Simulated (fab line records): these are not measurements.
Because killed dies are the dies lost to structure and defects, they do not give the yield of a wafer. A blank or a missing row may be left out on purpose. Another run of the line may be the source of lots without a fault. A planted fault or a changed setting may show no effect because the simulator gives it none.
fab line records	flow nand_harc
record lots=11	wafers=31	last_day=34
route steps=1302 shown A_CONTACT@1064 END@1302
lots with no fault: from the same line, run without faults
start_h: start of the lot's first displayed wafer, in hours after the record's first day	wait_h: time in hours since the lot's previous step	" identical to the entry in the row above	L1.1+2: a row that stands for several wafers	- either no value or no given start	* or withheld: withheld	< > ~ a bound
route shown NAME@n: NAME is a module with steps in the file, n the number in the route of the first one	usual: average and standard deviation across the fault-free wafers	same: alike in all rows	chamber/n: place in a boat	sites: each site's reading	_std_site: their standard deviation	_edge_site: inner sites' mean taken away from outer sites' mean	radius_mm: for every site, how far away it sits from the centre of the wafer	mask NAME#n: copy n	behind: the tool/chamber that last shaped the wafer	hold: why the lot was held/for how many hours/how that ended	device: the n, p or np transistor that did not switch	end of line: tests of these same wafers at the route's end	step lacking rows: just its recipe	killed: at the first sort, the dies lost to defects and structure; wafer yield is something else	map: a wafer's dies, marking killed ones x, the rest . and places with no die _
set.NAME: the setting that was run; set.NAME@STEP: the one run at that earlier step	model.NAME: the simulator's own value behind a step, which no gauge read
the route's steps for a sample of lots (tables are steps, rows are wafers)
services: from which hour (start_h, from the record's first day; less than 0 if before it) a tool's chamber was out of use, for how many hours, and why
## steps
# step NHARC_A_CONTACT_STRIP_82
# recipe o2_flow_sccm=500	ar_flow_sccm=0	bias_w=0	chemistry=O2
# usual drypump_motor_current_A=6.0/0.42	oes_product_au=1.001/0.007	rf_vpp_V=57.7/0.92	showerhead_plenum_p_Torr=3.50/0.15	throttle_valve_pct=17.036/0.0086
# same bias_w=0
lot.wafer	tool	chamber	start_h	wait_h	drypump_motor_current_A	oes_product_au	rf_hours_counter_h	rf_vpp_V	showerhead_plenum_p_Torr	throttle_valve_pct
L958.1	rie_diel-07	0	-	-	6.0	0.998	7	58.8	3.57	17.048
L958.2	"	1	"	"	6.1	0.995	10	58.8	3.74	17.030
L958.4	"	2	"	"	6.5	1.006	10	58.5	3.53	17.050
L959.1	rie_diel-09	3	-	-	5.9	1.006	3	58.8	3.71	17.022
L959.4	"	0	"	"	5.6	0.991	3	59.2	3.37	17.040
L959.6	"	3	"	"	5.8	1.001	-	57.9	3.71	17.043
L961.2	rie_diel-04	0	-	-	6.0	0.997	2	57.4	3.81	17.031
L961.4	"	2	"	"	6.4	0.999	1	56.0	3.39	17.020
L961.3	"	3	"	"	6.1	1.001	2	58.3	3.42	17.049
L963.3	rie_diel-07	0	-	-	6.0	0.994	22	57.4	3.56	17.053
L963.4	"	3	"	"	5.1	0.990	26	58.2	3.40	17.030
L963.5	"	1	"	"	6.1	1.008	-	59.0	3.73	17.035
L968.4	rie_diel-09	3	-	-	5.9	0.996	20	58.0	3.70	17.038
L968.1	"	1	"	"	6.5	1.005	21	56.9	3.43	17.034
L971.4	rie_diel-09	0	-	-	5.6	0.982	22	56.7	3.36	17.039
L971.1	"	1	"	"	6.5	0.999	24	57.0	3.43	17.028
L976.1	rie_diel-04	3	-	-	6.1	0.997	3	57.6	3.38	17.042
L976.4	"	1	"	"	6.8	1.005	5	58.3	3.57	17.044
L976.6	"	3	"	"	6.0	0.998	-	57.8	3.38	17.042
L977.4	rie_diel-09	3	-	-	5.9	0.994	7	58.1	3.70	17.050
L977.1	"	0	"	"	5.6	0.999	8	57.8	3.36	17.039
L977.2	"	1	"	"	6.6	1.005	7	57.3	3.43	17.037
L978.1	rie_diel-09	1	-	-	6.5	1.010	7	57.1	3.43	17.024
L978.3	"	2	"	"	5.8	0.998	7	57.1	3.32	17.034
L978.5	"	0	"	"	5.6	0.999	-	58.0	3.36	17.042
L979.2	rie_diel-07	2	-	-	6.5	1.008	18	58.1	3.50	17.039
L979.6	"	3	"	"	5.1	1.010	-	57.3	3.37	17.038
L979.5	"	0	"	"	6.0	1.006	-	57.1	3.53	17.018
L980.4	rie_diel-07	3	-	-	5.2	0.998	26	56.6	3.37	17.030
L980.1	"	0	"	"	6.1	0.995	30	58.0	3.53	17.035
L980.5	"	2	"	"	6.5	1.011	-	57.7	3.50	17.043
# step NHARC_A_CONTACT_ETCH_89
# recipe target_depth_a=2600	over_etch_frac=0.3	time_s=475.3	ion_energy_ev=200	n2_flow_sccm=150	h2_flow_sccm=150	ar_flow_sccm=0	rf_w=400	bias_w=150	chemistry=N2/H2
# usual bias_w=150.1/0.42	drypump_motor_current_A=6.0/0.39	oes_product_au=1.001/0.0077	rf_vpp_V=429.6/2.8	showerhead_plenum_p_Torr=2.01/0.096	throttle_valve_pct=14.172/0.0089
lot.wafer	tool	chamber	start_h	wait_h	bias_w	drypump_motor_current_A	oes_product_au	rf_hours_counter_h	rf_vpp_V	showerhead_plenum_p_Torr	throttle_valve_pct
L958.2	rie_diel-07	0	521.20	-	150.3	6.0	1.001	8	432.1	2.06	14.179
L958.4	"	2	"	"	150.2	6.5	1.007	12	430.2	2.04	14.174
L958.1	"	3	"	"	150.3	5.1	1.005	10	428.2	1.96	14.149
L959.1	rie_diel-07	2	533.66	-	150.3	6.5	1.015	17	429.6	2.04	14.166
L959.4	"	3	"	"	149.5	5.1	0.991	17	427.3	1.96	14.159
L959.6	"	1	"	"	150.4	6.1	1.003	-	434.7	2.17	14.169
L961.3	rie_diel-09	1	553.56	-	149.9	6.5	1.007	9	429.5	1.98	14.189
L961.2	"	2	"	"	149.6	5.8	1.000	10	426.8	1.91	14.192
L961.4	"	3	"	"	150.3	5.9	1.008	8	433.1	2.16	14.164
L963.4	rie_diel-09	2	574.86	-	149.2	5.8	0.999	13	427.7	1.91	14.174
L963.3	"	3	"	"	150.1	5.8	1.006	10	433.0	2.16	14.156
L963.5	"	2	"	"	149.7	5.8	1.003	-	427.0	1.91	14.186
L968.1	rie_diel-09	1	639.38	-	150.2	6.5	0.836	21	428.5	1.98	14.176
L968.4	"	2	"	"	150.4	5.9	0.993	23	427.1	1.91	14.181
L971.1	rie_diel-09	0	654.70	-	150.7	5.5	0.833	22	428.1	1.93	14.160
L971.4	"	1	"	"	149.9	6.5	0.999	24	428.6	1.98	14.176
L976.1	rie_diel-04	1	729.89	-	149.8	6.8	1.008	7	433.3	2.07	14.168
L976.4	"	2	"	"	149.9	6.3	0.999	5	427.5	1.93	14.175
L976.6	"	0	"	"	150.1	6.1	0.993	-	434.9	2.19	14.156
L977.4	rie_diel-09	2	730.86	-	149.4	5.9	1.011	7	426.7	1.91	14.181
L977.2	"	3	"	"	149.9	5.9	0.996	8	433.9	2.15	14.165
L977.1	"	0	"	"	150.3	5.6	1.008	8	427.7	1.93	14.183
L978.3	rie_diel-04	3	731.95	-	150.3	6.0	0.994	6	427.4	1.95	14.176
L978.1	"	0	"	"	149.4	6.0	0.997	7	433.9	2.19	14.158
L978.5	"	1	"	"	150.1	6.7	1.013	-	432.1	2.07	14.170
L979.2	rie_diel-09	3	751.92	-	150.2	5.8	0.999	11	433.7	2.14	14.187
L979.6	"	2	"	"	150.9	5.9	0.990	-	426.0	1.90	14.164
L979.5	"	3	"	"	149.9	5.8	0.992	-	434.4	2.15	14.188
L980.4	rie_diel-09	0	753.44	-	150.2	5.6	1.007	11	427.8	1.93	14.163
L980.1	"	1	"	"	150.4	6.5	1.013	11	429.8	1.97	14.169
L980.5	"	1	"	"	150.1	6.5	1.006	-	428.4	1.97	14.171
# step NHARC_A_CONTACT_ETCH_30
# recipe target_depth_a=726	time_s=36.3	cf4_flow_sccm=100	chf3_flow_sccm=30	ar_flow_sccm=0	rf_w=500	bias_w=200	chemistry=CF4/CHF3
# usual bias_w=200.0/0.57	drypump_motor_current_A=6.0/0.37	oes_product_au=0.943/0.024	rf_vpp_V=369.8/2.5	showerhead_plenum_p_Torr=1.55/0.068	throttle_valve_pct=16.803/0.0098
lot.wafer	tool	chamber	start_h	wait_h	bias_w	drypump_motor_current_A	oes_product_au	rf_hours_counter_h	rf_vpp_V	showerhead_plenum_p_Torr	throttle_valve_pct
L958.2	rie_diel-07	0	-	-	199.9	6.1	0.924	9	371.0	1.59	16.802
L958.1	"	1	"	"	199.7	6.1	0.931	12	373.4	1.67	16.794
L958.4	"	3	"	"	199.2	5.1	0.927	10	368.6	1.52	16.811
L959.4	rie_diel-07	0	-	-	200.8	6.0	0.928	16	370.5	1.59	16.792
L959.1	"	1	"	"	199.6	6.1	0.925	17	374.5	1.67	16.799
L959.6	"	0	"	"	200.3	6.1	0.926	-	372.0	1.59	16.805
L961.4	rie_diel-09	3	-	-	199.1	5.8	0.946	8	372.2	1.66	16.808
L961.3	"	0	"	"	200.3	5.6	0.949	7	367.2	1.50	16.807
L961.2	"	2	"	"	200.5	5.8	0.963	10	368.0	1.49	16.811
L963.4	rie_diel-09	3	-	-	199.4	5.9	0.955	10	373.6	1.66	16.810
L963.3	"	1	"	"	199.4	6.5	0.989	13	369.5	1.53	16.799
L963.5	"	2	"	"	200.3	5.8	0.962	-	366.1	1.48	16.817
L968.4	rie_diel-09	2	-	-	200.9	5.9	0.926	23	366.1	1.48	16.799
L968.1	"	3	"	"	200.1	5.9	0.934	20	374.1	1.65	16.805
L971.4	rie_diel-09	2	-	-	200.3	5.9	0.921	27	367.2	1.48	16.803
L971.1	"	3	"	"	200.4	5.8	0.930	25	373.9	1.65	16.802
L976.1	rie_diel-04	3	-	-	199.8	6.1	0.922	5	368.3	1.51	16.799
L976.4	"	1	"	"	200.5	6.7	0.924	7	372.4	1.59	16.793
L976.6	"	3	"	"	200.7	6.0	0.930	-	367.5	1.51	16.804
L977.4	rie_diel-09	1	-	-	200.3	6.5	0.936	8	368.3	1.53	16.795
L977.2	"	3	"	"	201.2	5.8	0.928	8	374.1	1.65	16.785
L977.1	"	0	"	"	200.6	5.6	0.925	8	369.5	1.50	16.805
L978.1	rie_diel-04	2	-	-	199.5	6.3	0.962	7	367.3	1.50	16.806
L978.3	"	0	"	"	200.5	6.0	0.937	8	374.1	1.68	16.824
L978.5	"	2	"	"	200.7	6.3	0.962	-	368.1	1.50	16.784
L979.2	rie_diel-09	2	-	-	200.3	5.9	0.960	11	367.4	1.48	16.806
L979.6	"	0	"	"	201.2	5.6	0.984	-	367.2	1.50	16.811
L979.5	"	1	"	"	199.8	6.5	0.985	-	369.3	1.53	16.797
L980.4	rie_diel-09	2	-	-	199.5	5.8	0.957	12	366.4	1.48	16.793
L980.1	"	3	"	"	199.8	5.8	0.986	12	372.1	1.65	16.815
L980.5	"	0	"	"	200.5	5.6	0.981	-	366.6	1.50	16.802
# step NHARC_A_CONTACT_ETCH_98
# recipe target_depth_a=200	over_etch_frac=0.5	time_s=10	ion_energy_ev=250	c4f6_flow_sccm=25	o2_flow_sccm=20	ar_flow_sccm=500	rf_w=600	bias_w=500	chemistry=C4F6/O2
# usual bias_w=499.9/1.4	drypump_motor_current_A=6.0/0.41	oes_product_au=0.955/0.02	rf_vpp_V=546/3.3	showerhead_plenum_p_Torr=3.88/0.16	throttle_valve_pct=26.903/0.0085
lot.wafer	tool	chamber	start_h	wait_h	bias_w	drypump_motor_current_A	oes_product_au	rf_hours_counter_h	rf_vpp_V	showerhead_plenum_p_Torr	throttle_valve_pct
L958.2	rie_diel-09	0	-	-	499.0	5.6	0.929	3	544	3.76	26.896
L958.1	"	2	"	"	499.4	5.8	0.944	4	543	3.71	26.903
L958.4	"	3	"	"	500.9	5.9	0.946	3	552	4.12	26.904
L959.1	rie_diel-07	3	-	-	496.3	5.1	0.962	18	543	3.79	26.903
L959.4	"	1	"	"	496.8	6.1	0.950	18	551	4.14	26.904
L959.6	"	2	"	"	500.3	6.5	0.967	-	546	3.92	26.908
L961.3	rie_diel-09	3	-	-	502.2	5.9	0.959	8	551	4.12	26.900
L961.2	"	0	"	"	498.9	5.6	0.924	8	544	3.75	26.908
L961.4	"	1	"	"	499.3	6.5	0.946	10	545	3.82	26.895
L963.4	rie_diel-09	2	-	-	500.4	5.8	0.953	13	544	3.71	26.906
L963.3	"	3	"	"	500.9	5.9	0.958	11	552	4.12	26.907
L963.5	"	1	"	"	499.1	6.5	0.982	-	544	3.82	26.911
L968.1	rie_diel-07	2	642.47	0.3	501.9	6.5	0.977	50	546	3.90	26.902
L968.4	"	3	"	"	500.2	5.1	0.978	-	544	3.77	26.885
L971.4	rie_diel-04	1	-	-	498.6	6.8	0.946	40	547	3.99	26.913
L971.1	"	2	"	"	499.7	6.4	0.942	39	543	3.75	26.910
L976.4	rie_diel-09	1	-	-	498.3	6.4	0.961	8	545	3.81	26.890
L976.1	"	2	"	"	500.0	5.9	0.968	8	543	3.70	26.898
L976.6	"	2	"	"	498.7	5.8	0.965	-	544	3.70	26.906
L977.4	rie_diel-04	2	-	-	500.7	6.3	0.963	7	543	3.74	26.921
L977.1	"	3	"	"	499.2	6.1	0.958	7	544	3.76	26.912
L977.2	"	1	"	"	502.6	6.8	0.974	9	547	3.97	26.890
L978.3	rie_diel-07	2	-	-	498.2	6.5	0.937	17	548	3.89	26.903
L978.1	"	0	"	"	497.4	6.0	0.958	28	547	3.93	26.912
L978.5	"	2	"	"	499.9	6.5	0.944	-	547	3.89	26.903
L979.2	rie_diel-09	1	-	-	501.7	6.5	0.956	12	544	3.81	26.901
L979.6	"	1	"	"	498.6	6.5	0.959	-	545	3.81	26.896
L979.5	"	2	"	"	499.4	5.8	0.938	-	542	3.69	26.920
L980.4	rie_diel-04	1	-	-	500.5	6.8	0.967	15	549	3.97	26.910
L980.1	"	0	"	"	500.4	6.1	0.947	15	550	4.18	26.899
L980.5	"	2	"	"	498.4	6.4	0.962	-	544	3.73	26.916
# step NHARC_END_SORT_01
# recipe temp_c=25
# usual killed_at_array=53/21	killed_at_other=1.0/1.3	killed_at_periphery=3.8/2.4	killed_dies=58/21	killed_open=3.4/1.9	killed_short=2.4/1.5
# same gross_dies=677
lot.wafer	tool	chamber	start_h	wait_h	killed_at_array	killed_at_other	killed_at_periphery	killed_dies	killed_open	killed_short
L958.1	prober-01	0	570.54	2.5	55	1	6	62	4	0
L958.2	prober-01	0	571.35	2.8	37	1	2	40	1	2
L958.4	prober-01	0	572.95	3.4	34	3	3	40	4	4
L959.1	prober-01	0	582.82	2.5	77	0	3	80	3	2
L959.4	prober-01	0	585.19	3.4	64	1	8	73	5	4
L959.6	prober-01	0	586.78	4.0	72	0	5	77	3	2
L961.2	prober-02	0	603.27	2.8	70	1	1	72	4	5
L961.3	prober-02	0	604.07	3.1	70	1	4	75	9	1
L961.4	prober-02	0	604.87	3.4	72	1	4	77	10	2
L963.3	prober-02	0	628.34	3.1	54	0	4	58	3	0
L963.4	prober-02	0	629.14	3.4	76	0	2	78	6	3
L963.5	prober-02	0	629.93	3.7	57	0	3	60	6	2
L968.1	prober-01	0	691.53	2.5	315	1	4	320	8	3
L968.4	prober-01	0	693.92	3.4	34	0	9	43	7	6
L971.1	prober-02	0	711.55	2.5	325	1	0	326	1	0
L971.4	prober-02	0	713.94	3.4	74	0	4	78	4	3
L977.1	prober-01	0	783.69	2.5	52	1	16	69	4	2
L977.2	prober-01	0	784.48	2.8	73	2	11	86	3	5
L977.4	prober-01	0	786.06	3.4	62	3	6	71	3	2
L976.1	prober-02	0	783.72	2.5	42	0	1	43	3	0
L976.4	prober-02	0	786.12	3.4	44	2	1	47	6	2
L976.6	prober-02	0	787.72	4.0	42	4	3	49	3	3
L978.1	prober-01	0	791.48	2.5	11	3	3	17	3	2
L978.3	prober-01	0	793.11	3.1	23	2	6	31	3	1
L978.5	prober-01	0	794.74	3.8	13	0	2	15	5	3
L980.1	prober-01	0	805.04	2.6	54	0	4	58	6	3
L980.4	prober-01	0	807.46	3.4	64	0	7	71	7	2
L980.5	prober-01	0	808.27	3.7	59	1	2	62	2	2
L979.2	prober-02	0	805.76	2.8	29	0	2	31	2	1
L979.5	prober-02	0	808.12	3.7	33	1	3	37	4	3
L979.6	prober-02	0	808.91	3.9	28	2	4	34	3	2
# killed by level:class
L958.1 A_CHANNEL_HOLE_D1:chamber_film_flake=34 A_CONTACT:chamber_film_flake=5 A_CHANNEL_HOLE_D2:chamber_film_flake=4 P_GATE:chamber_film_flake=3 A_STAIRCASE:chamber_film_flake=3 P_M0:geometric_particle:open=2 A_CONTACT:unspecified=2 A_BLC:chamber_film_flake=2
L958.2 A_CHANNEL_HOLE_D1:chamber_film_flake=11 A_CHANNEL_HOLE_D2:chamber_film_flake=6 A_CONTACT:chamber_film_flake=6 A_STAIRCASE:chamber_film_flake=5 P_GATE:chamber_film_flake=2 A_CONTACT:unspecified=2 A_ONON_D1:geometric_particle:short=1 A_WL_FILL:geometric_particle:short=1
L958.4 A_CHANNEL_HOLE_D1:chamber_film_flake=10 A_CHANNEL_HOLE_D2:chamber_film_flake=7 A_STAIRCASE:chamber_film_flake=4 A_ZERO_WELL:chamber_film_flake=3 A_DECK1_JOINT:geometric_particle:short=2 P_GATE:chamber_film_flake=2 A_CONTACT:chamber_film_flake=2 THIN_TSV:chamber_film_flake=2
L959.1 A_CHANNEL_HOLE_D2:chamber_film_flake=44 A_SLIT:chamber_film_flake=19 A_STAIRCASE:chamber_film_flake=5 A_CHANNEL_HOLE_D1:chamber_film_flake=2 A_CONTACT:chamber_film_flake=2 P_CONTACT:geometric_particle:short=1 A_ONON_D1:geometric_particle:short=1 A_ONON_D1:geometric_particle:open=1
L959.4 A_CHANNEL_HOLE_D2:chamber_film_flake=34 A_SLIT:chamber_film_flake=15 P_ZERO_WELL:chamber_film_flake=3 P_GATE:chamber_film_flake=3 A_STAIRCASE:chamber_film_flake=3 A_CHANNEL_HOLE_D1:chamber_film_flake=2 A_CONTACT:chamber_film_flake=2 P_M0:geometric_particle:open=1
L959.6 A_CHANNEL_HOLE_D2:chamber_film_flake=34 A_SLIT:chamber_film_flake=21 A_STAIRCASE:chamber_film_flake=5 A_CONTACT:chamber_film_flake=5 P_GATE:chamber_film_flake=2 P_CONTACT:geometric_particle:open=1 P_M0:geometric_particle:open=1 A_CHANNEL_FILL_D1:geometric_particle:short=1
L961.2 A_CHANNEL_HOLE_D2:chamber_film_flake=32 A_SLIT:chamber_film_flake=20 A_CONTACT:chamber_film_flake=7 A_ONON_D1:geometric_particle:short=3 A_CHANNEL_HOLE_D1:chamber_film_flake=2 A_ONON_D1:geometric_particle:open=1 A_ONON_D2:geometric_particle:open=1 A_CHANNEL_HOLE_D2:geometric_particle:short=1
L961.3 A_CHANNEL_HOLE_D2:chamber_film_flake=32 A_SLIT:chamber_film_flake=16 A_CONTACT:chamber_film_flake=9 A_CHANNEL_HOLE_D1:chamber_film_flake=4 A_ONON_D1:geometric_particle:open=2 P_GATE:geometric_particle:short=1 P_GATE:geometric_particle:open=1 P_M0:geometric_particle:open=1
L961.4 A_CHANNEL_HOLE_D2:chamber_film_flake=29 A_SLIT:chamber_film_flake=18 A_CONTACT:chamber_film_flake=11 A_CHANNEL_HOLE_D1:chamber_film_flake=3 A_CHANNEL_FILL_D2:geometric_particle:open=2 A_WL_FILL:geometric_particle:open=2 P_CONTACT:geometric_particle:short=1 P_M1:geometric_particle:open=1
L963.3 A_SLIT:chamber_film_flake=22 A_CHANNEL_HOLE_D1:chamber_film_flake=17 A_CHANNEL_HOLE_D2:chamber_film_flake=7 A_CONTACT:chamber_film_flake=2 P_M1:geometric_particle:open=1 A_ONON_D1:geometric_particle:open=1 A_CONTACT:geometric_particle:open=1 P_ZERO_WELL:chamber_film_flake=1
L963.4 A_CHANNEL_HOLE_D1:chamber_film_flake=35 A_SLIT:chamber_film_flake=16 A_CHANNEL_HOLE_D2:chamber_film_flake=12 A_CHANNEL_FILL_D1:chamber_film_flake=2 A_CONTACT:chamber_film_flake=2 P_M1:geometric_particle:open=1 A_SOURCE_PLATE:geometric_particle:open=1 A_ONON_D1:geometric_particle:open=1
L963.5 A_SLIT:chamber_film_flake=21 A_CHANNEL_HOLE_D1:chamber_film_flake=12 A_CHANNEL_HOLE_D2:chamber_film_flake=11 A_CHANNEL_FILL_D2:geometric_particle:open=3 P_GATE:geometric_particle:open=1 P_M0:geometric_particle:short=1 A_SOURCE_PLATE:geometric_particle:short=1 A_ONON_D1:geometric_particle:open=1
L968.1 A_CONTACT:area_etch=291 A_CHANNEL_HOLE_D1:chamber_film_flake=8 A_CONTACT:chamber_film_flake=5 P_M0:geometric_particle:open=3 A_CHANNEL_FILL_D2:geometric_particle:open=2 A_CHANNEL_FILL_D1:geometric_particle:open=1 A_CHANNEL_FILL_D1:geometric_particle:short=1 A_ONON_D2:geometric_particle:open=1
L968.4 A_CHANNEL_HOLE_D1:chamber_film_flake=7 A_CONTACT:chamber_film_flake=6 A_STAIRCASE:chamber_film_flake=5 A_SLIT:chamber_film_flake=3 P_CONTACT:geometric_particle:open=2 P_M0:geometric_particle:open=2 A_DECK1_JOINT:geometric_particle:short=2 P_ZERO_WELL:chamber_film_flake=2
L971.1 A_CONTACT:area_etch=255 A_CHANNEL_HOLE_D1:chamber_film_flake=35 A_SLIT:chamber_film_flake=16 A_CHANNEL_HOLE_D2:chamber_film_flake=9 A_BONDPAD:chamber_film_flake=4 A_CONTACT:chamber_film_flake=2 A_CHANNEL_FILL_D1:geometric_particle:open=1 A_ZERO_WELL:chamber_film_flake=1
L971.4 A_CHANNEL_HOLE_D1:chamber_film_flake=28 A_SLIT:chamber_film_flake=19 A_CHANNEL_HOLE_D2:chamber_film_flake=16 A_CHANNEL_FILL_D1:geometric_particle:open=2 A_CONTACT:chamber_film_flake=2 A_BONDPAD:chamber_film_flake=2 P_M1:geometric_particle:open=1 A_DECK1_JOINT:geometric_particle:short=1
L977.1 A_CHANNEL_HOLE_D2:chamber_film_flake=19 A_SLIT:chamber_film_flake=10 P_CONTACT:chamber_film_flake=7 A_CONTACT:chamber_film_flake=7 A_CHANNEL_HOLE_D1:chamber_film_flake=6 P_GATE:chamber_film_flake=5 P_ZERO_WELL:chamber_film_flake=2 A_CHANNEL_FILL_D1:chamber_film_flake=2
L976.1 A_SLIT:chamber_film_flake=22 A_CHANNEL_HOLE_D1:chamber_film_flake=6 A_CONTACT:chamber_film_flake=6 A_CHANNEL_FILL_D1:chamber_film_flake=3 P_ZERO_WELL:geometric_particle:open=1 A_ONON_D2:geometric_particle:open=1 A_M0:geometric_particle:open=1 A_DECK1_JOINT:chamber_film_flake=1
L977.2 A_CHANNEL_HOLE_D2:chamber_film_flake=20 A_STAIRCASE:chamber_film_flake=14 A_CONTACT:chamber_film_flake=12 A_SLIT:chamber_film_flake=9 A_CHANNEL_HOLE_D1:chamber_film_flake=8 P_CONTACT:chamber_film_flake=6 A_SOURCE_PLATE:geometric_particle:short=2 A_CHANNEL_FILL_D1:chamber_film_flake=2
L977.4 A_CHANNEL_HOLE_D2:chamber_film_flake=19 A_CHANNEL_HOLE_D1:chamber_film_flake=15 A_CONTACT:chamber_film_flake=7 A_STAIRCASE:chamber_film_flake=7 A_SLIT:chamber_film_flake=4 P_CONTACT:chamber_film_flake=3 THIN_TSV:chamber_film_flake=3 A_DECK1_JOINT:chamber_film_flake=2
L976.4 A_SLIT:chamber_film_flake=19 A_CHANNEL_HOLE_D1:chamber_film_flake=9 A_CONTACT:chamber_film_flake=5 A_M0:chamber_film_flake=2 P_M1:geometric_particle:open=1 A_CHANNEL_FILL_D1:geometric_particle:short=1 A_ONON_D2:geometric_particle:open=1 A_CHANNEL_HOLE_D2:geometric_particle:open=1
L976.6 A_SLIT:chamber_film_flake=23 A_CONTACT:chamber_film_flake=8 THIN_TSV:chamber_film_flake=4 A_CHANNEL_FILL_D1:geometric_particle:open=3 A_CHANNEL_HOLE_D1:chamber_film_flake=2 A_STAIRCASE:chamber_film_flake=2 A_M0:chamber_film_flake=2 P_M1:geometric_particle:short=1
L978.1 A_SLIT:chamber_film_flake=3 A_CONTACT:chamber_film_flake=3 THIN_TSV:chamber_film_flake=3 P_M0:geometric_particle:open=1 A_ONON_D1:geometric_particle:short=1 A_CHANNEL_FILL_D1:geometric_particle:open=1 A_DECK1_JOINT:geometric_particle:short=1 A_STAIRCASE:geometric_particle:open=1
L978.3 A_CONTACT:chamber_film_flake=6 A_SLIT:chamber_film_flake=5 A_CHANNEL_FILL_D1:chamber_film_flake=3 P_M0:geometric_particle:open=2 A_CHANNEL_HOLE_D2:chamber_film_flake=2 THIN_TSV:chamber_film_flake=2 A_CHANNEL_FILL_D2:geometric_particle:short=1 A_M0:geometric_particle:open=1
L978.5 A_M0:geometric_particle:open=2 A_SLIT:chamber_film_flake=2 A_CONTACT:chamber_film_flake=2 A_ONON_D1:geometric_particle:short=1 A_CHANNEL_FILL_D2:geometric_particle:short=1 A_SGD_CUT:geometric_particle:open=1 A_WL_FILL:geometric_particle:open=1 A_CONTACT:geometric_particle:open=1
L980.1 A_CHANNEL_HOLE_D2:chamber_film_flake=19 A_SLIT:chamber_film_flake=12 A_CONTACT:chamber_film_flake=8 A_CHANNEL_HOLE_D1:chamber_film_flake=6 P_M1:chamber_film_flake=3 P_M0:geometric_particle:open=1 A_ONON_D1:geometric_particle:open=1 A_CHANNEL_FILL_D1:geometric_particle:short=1
L979.2 A_SLIT:chamber_film_flake=12 A_STAIRCASE:chamber_film_flake=5 A_CONTACT:chamber_film_flake=5 A_CHANNEL_FILL_D1:chamber_film_flake=2 A_WL_FILL:chamber_film_flake=2 P_M0:geometric_particle:open=1 A_SOURCE_PLATE:geometric_particle:open=1 A_ONON_D1:geometric_particle:short=1
L980.4 A_SLIT:chamber_film_flake=20 A_CHANNEL_HOLE_D2:chamber_film_flake=19 A_CHANNEL_HOLE_D1:chamber_film_flake=8 A_CONTACT:chamber_film_flake=6 P_M1:chamber_film_flake=4 A_CHANNEL_FILL_D2:geometric_particle:short=2 A_DECK1_JOINT:chamber_film_flake=2 P_CONTACT:geometric_particle:open=1
L979.5 A_CONTACT:chamber_film_flake=11 A_SLIT:chamber_film_flake=10 A_ONON_D2:geometric_particle:open=2 A_WL_FILL:chamber_film_flake=2 P_M1:geometric_particle:open=1 A_CHANNEL_FILL_D1:geometric_particle:short=1 A_ONON_D2:geometric_particle:short=1 A_WL_FILL:geometric_particle:open=1
L980.5 A_SLIT:chamber_film_flake=23 A_CHANNEL_HOLE_D2:chamber_film_flake=21 A_CHANNEL_HOLE_D1:chamber_film_flake=6 A_CONTACT:chamber_film_flake=5 P_M0:geometric_particle:open=1 A_CHANNEL_FILL_D2:geometric_particle:short=1 A_WL_FILL:geometric_particle:short=1 A_M0:geometric_particle:open=1
L979.6 A_SLIT:chamber_film_flake=11 A_CONTACT:chamber_film_flake=8 A_CHANNEL_FILL_D1:chamber_film_flake=3 P_M1:chamber_film_flake=2 P_M0:geometric_particle:open=1 A_CHANNEL_FILL_D2:geometric_particle:short=1 A_SGD_CUT:geometric_particle:short=1 A_SGD_CUT:geometric_particle:open=1
## services
tool	chamber	start_h	hours	kind
rie_diel-09	-	497.10	9.0	pm
rie_diel-09	0	497.10	9.0	vent_cycle
rie_diel-09	1	497.10	9.0	vent_cycle
rie_diel-09	2	497.10	9.0	vent_cycle
rie_diel-09	3	497.10	9.0	vent_cycle
rie_diel-09	0	506.10	-	clean
rie_diel-09	1	506.10	-	clean
rie_diel-09	2	506.10	-	clean
rie_diel-09	3	506.10	-	clean
rie_diel-07	-	510.32	0.1	repair
rie_diel-09	0	530.60	-	clean
rie_diel-04	-	533.09	9.0	pm
rie_diel-07	0	544.77	7.0	repair
rie_diel-04	-	611.73	0.7	repair
rie_diel-09	1	624.67	4.9	repair
rie_diel-07	0	634.89	8.1	repair
rie_diel-07	-	651.93	9.0	pm
rie_diel-09	-	662.10	3.7	repair
rie_diel-09	-	674.10	9.0	pm
rie_diel-07	3	700.75	5.1	repair
rie_diel-07	2	704.29	22.1	repair
rie_diel-04	1	704.74	2.4	repair
rie_diel-04	-	710.09	9.0	pm
rie_diel-07	-	736.39	1.2	repair
## key
first_sign step=NHARC_A_CONTACT_ETCH_89	reading=oes_product_au	direction=down	sigmas=22	usual=1.001	struck=0.835
effect step=NHARC_END_SORT_01	reading=killed_at_array	direction=up	sigmas=13	usual=53	struck=320
more_kills_born_at NHARC_A_CONTACT_ETCH_89@rie_diel-09=546
met_at NHARC_A_CONTACT_ETCH_89
struck_lots L968,L971
struck_wafers L968.1,L971.1
tester_left_out L968,L971
not_acting_at NHARC_A_CONTACT_STRIP_82,NHARC_A_CONTACT_ETCH_30,NHARC_A_CONTACT_ETCH_98
onset_between 574.86 639.38
fault kind=process_parameter_drift	tool=rie_diel-09	chamber=-	onset_h=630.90	steps=NHARC_A_CONTACT_ETCH_89	channel=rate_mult	offset=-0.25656	shape=step	end_h=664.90	scope=struck_wafers_only
# tester_left_out: of these lots the tester's yield and bins aren't shown, on N5 and GAA mostly nor the transistor test; their killed dies are dies lost to structure and defects alone, not to doping, threshold or leakage, so they don't give the yield
